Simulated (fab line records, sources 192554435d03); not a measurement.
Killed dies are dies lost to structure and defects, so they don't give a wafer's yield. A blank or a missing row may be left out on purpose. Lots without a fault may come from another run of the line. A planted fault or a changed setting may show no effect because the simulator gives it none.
One fault seen from 2 desks | flow n5_finfet | each desk has only its own numbers; what lay behind them comes last

THE TOOL OWNER'S DESK: ald_metal-04
The tool's own readings at N5_HKMG_FIN_PWFM_ALD_03 (deposits TiN, target thk 2 nm, pulse time 1 s, purge time 3 s): means of the sampled wafers that have a number, for each lot that ran on this tool. A lot is out of limits, marked OUT, if its mean lies more than 4 standard deviations from the usual mean; the brackets give that distance.
Columns: A = chamber_pressure_Torr at N5_HKMG_FIN_PWFM_ALD_03, usual 2.999 Torr; B = heater_power_w at N5_HKMG_FIN_PWFM_ALD_03, usual 863 W; C = precursor_pulse_height_rel at N5_HKMG_FIN_PWFM_ALD_03, usual 1.002; D = susceptor_temp_C at N5_HKMG_FIN_PWFM_ALD_03, usual 400.01 C
lot  | first seen here | A     | B   | C     | D
L671 | day 7 06:56     | 2.991 | 835 | 1.007 | 400.22
L678 | day 9 02:02     | 2.992 | 785 | 0.989 | 399.98
L681 | day 9 21:01     | 3.003 | 865 | 1.007 | 400.19
This desk's finding: nothing out of limits on any of the 3 lots.

THE METROLOGY DESK
What the gauges read, lot by lot, whatever tool the lot ran on: means of the sampled wafers that have a number. A lot is out of limits, marked OUT, if its mean lies more than 4 standard deviations from the usual mean; the brackets give that distance. Of its 12 readings 7 are shown: those that lie furthest out on some lot.
Columns: A = IOFF_P at N5_BEOL_M4_RC_MEAS_101, usual 0.23 nA/um; B = ION_N at N5_BEOL_M4_RC_MEAS_101, usual 682 uA/um; C = ION_P at N5_BEOL_M4_RC_MEAS_101, usual 468 uA/um; D = VT_N at N5_BEOL_M4_RC_MEAS_101, usual 248 mV; E = VT_P at N5_BEOL_M4_RC_MEAS_101, usual -248.9 mV; F = VT_P_LONG at N5_BEOL_M4_RC_MEAS_101, usual -274.3 mV; G = VT_P_LVT at N5_BEOL_M4_RC_MEAS_101, usual -98.1 mV
lot  | first seen here | A    | B   | C   | D   | E      | F      | G
L659 | day 9 21:07     | 0.23 | 676 | 463 | 248 | -248.2 | -273.7 | -97.7
L671 | day 12 22:36    | 0.29 | 697 | 481 | 243 | -242.8 | -270.0 | -91.4
L678 | day 15 09:49    | 0.24 | 678 | 470 | 250 | -246.2 | -271.1 | -95.8
L681 | day 16 15:40    | 0.24 | 676 | 464 | 248 | -246.8 | -273.8 | -96.2
This desk's finding: nothing out of limits on any of the 4 lots.

PUT TOGETHER
The tool owner's desk saw nothing out of limits.
The metrology desk saw nothing out of limits.

WHAT THE SIMULATOR HAD PUT IN
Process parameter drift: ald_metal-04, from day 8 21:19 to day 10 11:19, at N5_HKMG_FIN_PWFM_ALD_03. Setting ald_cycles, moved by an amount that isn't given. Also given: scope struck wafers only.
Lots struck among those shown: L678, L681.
